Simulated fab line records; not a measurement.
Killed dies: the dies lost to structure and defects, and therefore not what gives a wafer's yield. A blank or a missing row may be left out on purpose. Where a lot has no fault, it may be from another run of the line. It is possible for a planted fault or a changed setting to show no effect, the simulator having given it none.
Comparing a struck lot with a sound one	flow nand harc	43 steps out of a route of 1302
Sound: wafers L894.2, L894.3, L894.5. Wafers struck: L899.2, L899.4, L899.6. The cause is given at the end.
At each step with rows: each side's tool, then ch and its chambers, then its first start. Under that, the readings that differ: sound wafers	struck wafers	difference of the means	sigmas: that difference in standard deviations of wafers without a fault.
alike: readings whose means differ by less than 2 such deviations, and words and numbers that are the same on both sides. not compared: withheld readings, readings that some wafer has no value for, bounds like >300 that may hide the same value, and numbers for which the record gives no deviation and whose values overlap.
The two part at a step that has a row with sigmas, a row that says differs or no value, or rows on one side only. Numbers that don't overlap but have no deviation are shown without sigmas and don't part them. A reading that every wafer of one side lacks parts them only if that side has two wafers or more.

NHARC_P_ZERO_WELL_CD_MEAS_11: target cd 500 nm.
  sound on cd sem-03 ch 0, day 5 05:15; struck on cd sem-03 ch 0, day 7 07:22
  alike: cd nm
then, 1 step without rows for these wafers: NHARC_P_ZERO_WELL_HARDBAKE_12 (time 65 s).
NHARC_P_ZERO_WELL_DESCUM_13: chemistry O2, time 3 s.
  sound on rie diel-13 ch 0,1, day 5 05:25; struck on rie diel-08 ch 0,2,3, day 7 07:32
  alike: drypump motor current A, oes product au, rf vpp V, showerhead plenum p Torr, throttle valve pct
  not compared: rf hours counter h
NHARC_P_ZERO_WELL_ETCH_65: etches the open film in N2/H2, target depth 80 nm, overetch 24 nm, time 87.88 s.
  sound on rie diel-13 ch 0,2,3, day 5 05:30; struck on rie diel-08 ch 0,2,3, day 7 07:46
  alike: drypump motor current A, n2 flow sccm, oes product au, rf vpp V, showerhead plenum p Torr, throttle valve pct
  not compared: rf hours counter h
NHARC_P_ZERO_WELL_ETCH_62: etches the open film in CHF3/Ar, target depth 13 nm, time 6.5 s.
  sound: rie diel-13 ch 1,2,3; struck: rie diel-08 ch 0,3
  alike: drypump motor current A, oes product au, rf vpp V, showerhead plenum p Torr, throttle valve pct
  not compared: rf hours counter h
NHARC_P_ZERO_WELL_ETCH_63: etches the open film in HBr/Cl2, target depth 120 nm, time 40.1 s.
  sound on rie si-06 ch 1,2, day 5 05:40; struck on rie si-02 ch 0,1,3, day 7 08:10
  alike: drypump motor current A, oes product au, throttle valve pct
  not compared: rf hours counter h
then, 6 steps without rows for these wafers: NHARC_P_ZERO_WELL_STRIP_15 (strips in SPM, time 900 s); NHARC_P_ZERO_WELL_DEHYDRATE_16 (time 120 s); NHARC_P_ZERO_WELL_HMDS_17 (time 30 s); NHARC_P_ZERO_WELL_COAT_18; NHARC_P_ZERO_WELL_SOFTBAKE_19 (time 95 s); NHARC_P_ZERO_WELL_EBR_20.
NHARC_P_ZERO_WELL_EXPOSE_21: exposes mask P NWELL, target cd 720 nm.
  sound on krf scanner-01 ch 0, day 5 06:19; struck on krf scanner-03 ch 0, day 7 08:56
reading	sound	struck	difference	sigmas
model.P_ZERO_WELL.overlay x nm (nm)	-10.85 -10.85 -10.85	284.7 284.7 284.7	+295.6	
  alike: mask
then, 2 steps without rows for these wafers: NHARC_P_ZERO_WELL_PEB_22 (peb time 85 s); NHARC_P_ZERO_WELL_DEVELOP_23 (time 70 s).
NHARC_P_ZERO_WELL_CD_MEAS_24: target cd 720 nm.
  sound on cd sem-01 ch 0, day 5 06:28; struck on cd sem-03 ch 0, day 7 09:05
  alike: cd nm
then, 14 steps without rows for these wafers: NHARC_P_ZERO_WELL_HARDBAKE_25 (time 80 s); NHARC_P_ZERO_WELL_DESCUM_26 (chemistry O2, time 3 s); NHARC_P_ZERO_WELL_IMPLANT_27; NHARC_P_ZERO_WELL_IMPLANT_57; NHARC_P_ZERO_WELL_IMPLANT_58; NHARC_P_ZERO_WELL_STRIP_28 (strips in SPM, time 840 s); NHARC_P_ZERO_WELL_DEHYDRATE_29 (time 120 s); NHARC_P_ZERO_WELL_HMDS_30 (time 30 s); NHARC_P_ZERO_WELL_COAT_31; NHARC_P_ZERO_WELL_SOFTBAKE_32 (time 95 s); NHARC_P_ZERO_WELL_EBR_33; NHARC_P_ZERO_WELL_EXPOSE_34 (exposes mask P PWELL, target cd 720 nm); NHARC_P_ZERO_WELL_PEB_35 (peb time 85 s); NHARC_P_ZERO_WELL_DEVELOP_36 (time 70 s).
NHARC_P_ZERO_WELL_CD_MEAS_37: target cd 720 nm.
  sound on cd sem-01 ch 0, day 5 08:06; struck on cd sem-01 ch 0, day 7 10:43
  alike: cd nm
then, 1 step without rows for these wafers: NHARC_P_ZERO_WELL_HARDBAKE_38 (time 80 s).
NHARC_P_ZERO_WELL_DESCUM_39: chemistry O2, time 3 s.
  sound on rie diel-04 ch 0,2,3, day 5 08:17; struck on rie diel-13 ch 1,2, day 7 10:52
  alike: drypump motor current A, oes product au, rf vpp V, showerhead plenum p Torr, throttle valve pct
  not compared: rf hours counter h
then, 9 steps without rows for these wafers: NHARC_P_ZERO_WELL_IMPLANT_40; NHARC_P_ZERO_WELL_IMPLANT_59; NHARC_P_ZERO_WELL_IMPLANT_60; NHARC_P_ZERO_WELL_STRIP_41 (strips in SPM, time 840 s); NHARC_P_ZERO_WELL_DEHYDRATE_44 (time 120 s); NHARC_P_ZERO_WELL_HMDS_45 (time 30 s); NHARC_P_ZERO_WELL_COAT_46; NHARC_P_ZERO_WELL_SOFTBAKE_47 (time 95 s); NHARC_P_ZERO_WELL_EBR_48.
-- break in the record here, with 23 days between the starts of the struck wafers on either side (left off in module P_ZERO_WELL, picked up again in module END, where the first step shown is number 1302 on the route) --
NHARC_END_SORT_01:
  sound on prober-01 ch 0, day 27 07:31; struck on prober-02 ch 0, day 30 06:18
reading	sound	struck	difference	sigmas
killed at periphery	5 3 6	597 603 599	+595	+99 or more
killed dies	55 68 67	677 677 677	+614	+29
  alike: killed at array, killed at other, killed open, killed short

## WHERE THEY PART
Within this record, at NHARC_END_SORT_01 only.

WHY: what the simulator had put in
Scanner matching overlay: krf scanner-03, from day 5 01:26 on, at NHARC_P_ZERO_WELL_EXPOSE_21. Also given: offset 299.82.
